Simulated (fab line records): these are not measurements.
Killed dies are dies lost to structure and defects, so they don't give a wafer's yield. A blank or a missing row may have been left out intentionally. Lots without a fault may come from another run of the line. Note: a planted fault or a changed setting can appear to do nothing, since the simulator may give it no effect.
Lot-split experiment / flow n5 finfet / route with 1938 steps; 7 lots, 21 wafers read

## ABOUT THE SPLIT
At N5_BEOL_M1_ETCH_64 (etches SOC in N2/H2, target depth 75 nm, overetch 15 nm, time 112.5 s), the setting source w was moved away from the recipe's 840 W on 6 of the 21 wafers read, by -14.6% to +16.5%. All remaining wafers had this setting at the recipe value.

The split's own step is where the reading is taken.

## THE READING
rf vpp V, in V, at N5_BEOL_M1_ETCH_64 (etches SOC in N2/H2, target depth 75 nm, overetch 15 nm, time 112.5 s). Fault-free wafers of this fab line usually give 524.3 V, standard deviation 2.4 V.

wafer=L076.1; tool, chamber at the split=rie diel-01, 2; source w as run, W=840; against the recipe=recipe; rf vpp V, V=521.8; against lot-mates on the recipe=-
wafer=L076.5; tool, chamber at the split=rie diel-01, 1; source w as run, W=840; against the recipe=recipe; rf vpp V, V=523.4; against lot-mates on the recipe=-
wafer=L076.6; tool, chamber at the split=rie diel-01, 3; source w as run, W=840; against the recipe=recipe; rf vpp V, V=525.3; against lot-mates on the recipe=-
wafer=L077.2; tool, chamber at the split=rie diel-04, 0; source w as run, W=840; against the recipe=recipe; rf vpp V, V=524.6; against lot-mates on the recipe=-
wafer=L077.4; tool, chamber at the split=rie diel-04, 0; source w as run, W=978.5; against the recipe=+16.5%; rf vpp V, V=498.2; against lot-mates on the recipe=-23.9
wafer=L077.6; tool, chamber at the split=rie diel-04, 3; source w as run, W=840; against the recipe=recipe; rf vpp V, V=519.6; against lot-mates on the recipe=-
wafer=L079.2; tool, chamber at the split=rie diel-05, 1; source w as run, W=974.6; against the recipe=+16.0%; rf vpp V, V=496.2; against lot-mates on the recipe=-29.4
wafer=L079.3; tool, chamber at the split=rie diel-05, 2; source w as run, W=974.6; against the recipe=+16.0%; rf vpp V, V=499.4; against lot-mates on the recipe=-26.2
wafer=L079.4; tool, chamber at the split=rie diel-05, 3; source w as run, W=840; against the recipe=recipe; rf vpp V, V=525.6; against lot-mates on the recipe=-
wafer=L085.2; tool, chamber at the split=rie diel-05, 1; source w as run, W=840; against the recipe=recipe; rf vpp V, V=523.0; against lot-mates on the recipe=-
wafer=L085.3; tool, chamber at the split=rie diel-05, 2; source w as run, W=840; against the recipe=recipe; rf vpp V, V=523.5; against lot-mates on the recipe=-
wafer=L085.4; tool, chamber at the split=rie diel-05, 0; source w as run, W=840; against the recipe=recipe; rf vpp V, V=525.6; against lot-mates on the recipe=-
wafer=L086.2; tool, chamber at the split=rie diel-05, 3; source w as run, W=840; against the recipe=recipe; rf vpp V, V=525.6; against lot-mates on the recipe=-
wafer=L086.4; tool, chamber at the split=rie diel-05, 2; source w as run, W=840; against the recipe=recipe; rf vpp V, V=524.5; against lot-mates on the recipe=-
wafer=L086.6; tool, chamber at the split=rie diel-05, 2; source w as run, W=840; against the recipe=recipe; rf vpp V, V=524.6; against lot-mates on the recipe=-
wafer=L088.2; tool, chamber at the split=rie diel-04, 2; source w as run, W=788.4; against the recipe=-6.1%; rf vpp V, V=538.0; against lot-mates on the recipe=+9.0
wafer=L088.5; tool, chamber at the split=rie diel-04, 1; source w as run, W=840; against the recipe=recipe; rf vpp V, V=529.0; against lot-mates on the recipe=-
wafer=L088.6; tool, chamber at the split=rie diel-04, 2; source w as run, W=788.4; against the recipe=-6.1%; rf vpp V, V=539.2; against lot-mates on the recipe=+10.2
wafer=L096.1; tool, chamber at the split=rie diel-01, 2; source w as run, W=717.1; against the recipe=-14.6%; rf vpp V, V=548.9; against lot-mates on the recipe=+26.2
wafer=L096.2; tool, chamber at the split=rie diel-01, 1; source w as run, W=840; against the recipe=recipe; rf vpp V, V=521.7; against lot-mates on the recipe=-
wafer=L096.4; tool, chamber at the split=rie diel-01, 3; source w as run, W=840; against the recipe=recipe; rf vpp V, V=523.6; against lot-mates on the recipe=-

THE FIT
A straight line over all 21 wafers: rf vpp V changes by -1.7 V for each +1% of source w; r = -0.98; the points scatter about the line by 2.3 V.
The same after taking each lot's own level away (the mean of its wafers on the recipe; 21 wafers): -1.66 V for each +1%; r = -0.99; scatter 1.6 V.
On that fit, the largest move of source w shifts the reading by 27 V.
From 522.10 to 529.00 V: that is the span of the lots' own levels, equal to 2.9 times the standard deviation above.
So the lot-to-lot level changes the slope little: the two slopes agree.
Check: for one of the wafers moved furthest among these (+16.5%), held out of the fit, the line's prediction against its lot-mates is -28.7 V. Against them it came out at -23.9 V.
Tool readings at the split's step, against how far the setting was moved: rf vpp V r = -0.98.

## OTHER SPLITS APPLIED TO THESE WAFERS
Other splits were also applied to these wafers ahead of the reading. Each is held against what the fit with the lots' levels taken away leaves over:
other split on the same wafers=N5_BEOL_M0_SAQP_COAT_08 spin rpm; wafers away from the commonest value=7; r with rf vpp V (lot level and that fit taken away)=+0.24
other split on the same wafers=N5_BEOL_M0_CUTY_EXPOSE_54 dose mj; wafers away from the commonest value=7; r with rf vpp V (lot level and that fit taken away)=+0.19
other split on the same wafers=N5_BEOL_M0_ETCH_138 source w; wafers away from the commonest value=3; r with rf vpp V (lot level and that fit taken away)=-0.32

## FILE'S OWN FIT
rf vpp V changes by -1.64 V for each +1% of source w, r = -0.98.
